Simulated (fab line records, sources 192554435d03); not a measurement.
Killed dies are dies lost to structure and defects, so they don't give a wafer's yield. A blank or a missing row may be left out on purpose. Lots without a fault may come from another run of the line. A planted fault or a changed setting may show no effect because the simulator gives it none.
Chamber matching | flow n5_finfet | N5_BEOL_M14_DEP_53 on pecvd-04: 3 sister chambers
The step deposits SiCN from 3MS/NH3, target thk 50 nm, time 17.8 s. 6 wafers are shown with their chamber, then 8 later ones without.

WAFERS WITH THEIR CHAMBER
wafer  | chamber | throttle_valve_pct (%) | showerhead_plenum_p_Torr (Torr)
L077.3 | 1       | 17.3                   | 4.17
L079.6 | 2       | 19.7                   | 4.14
L080.4 | 2       | 19.7                   | 4.13
L080.5 | 1       | 17.9                   | 4.18
L080.6 | 0       | 18.5                   | 4.16
L092.3 | 0       | 18.7                   | 4.16

WAFERS WITHOUT THEIR CHAMBER
wafer  | throttle_valve_pct (%) | showerhead_plenum_p_Torr (Torr)
L092.4 | 19.7                   | 4.15
L092.5 | 17.8                   | 4.19
L089.2 | 18.3                   | 4.15
L089.4 | 17.6                   | 4.16
L089.6 | 18.3                   | 4.16
L096.1 | 20.3                   | 4.15
L096.2 | 18.2                   | 4.15
L096.3 | 18.3                   | 4.16

WHICH CHAMBER EACH WENT THROUGH
wafer  | from the rows above     | in truth
L092.4 | 2                       | 2
L092.5 | 1                       | 1
L089.2 | 0                       | 0
L089.4 | can't be placed: 1 or 0 | 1
L089.6 | 0                       | 0
L096.1 | 2                       | 2
L096.2 | 0                       | 0
L096.3 | 0                       | 0
Placed correctly: 7 of 8. Can't be placed from these rows: 1 (the true chamber is among the candidates in 1). Placed wrongly: 0.
How it was worked out, from the rows above alone: a wafer's distance from a chamber is the root of the sum, over the readings, of the square of ((its reading less the chamber's mean) divided by the reading's scatter). The wafer belongs to the nearest chamber; if the next one is less than 2 further off, it can't be placed. A chamber's mean is the mean of its shown wafers. The scatter: the root of (the sum of the squares of (reading less its chamber's mean) over the shown wafers, divided by (wafers less chambers)).
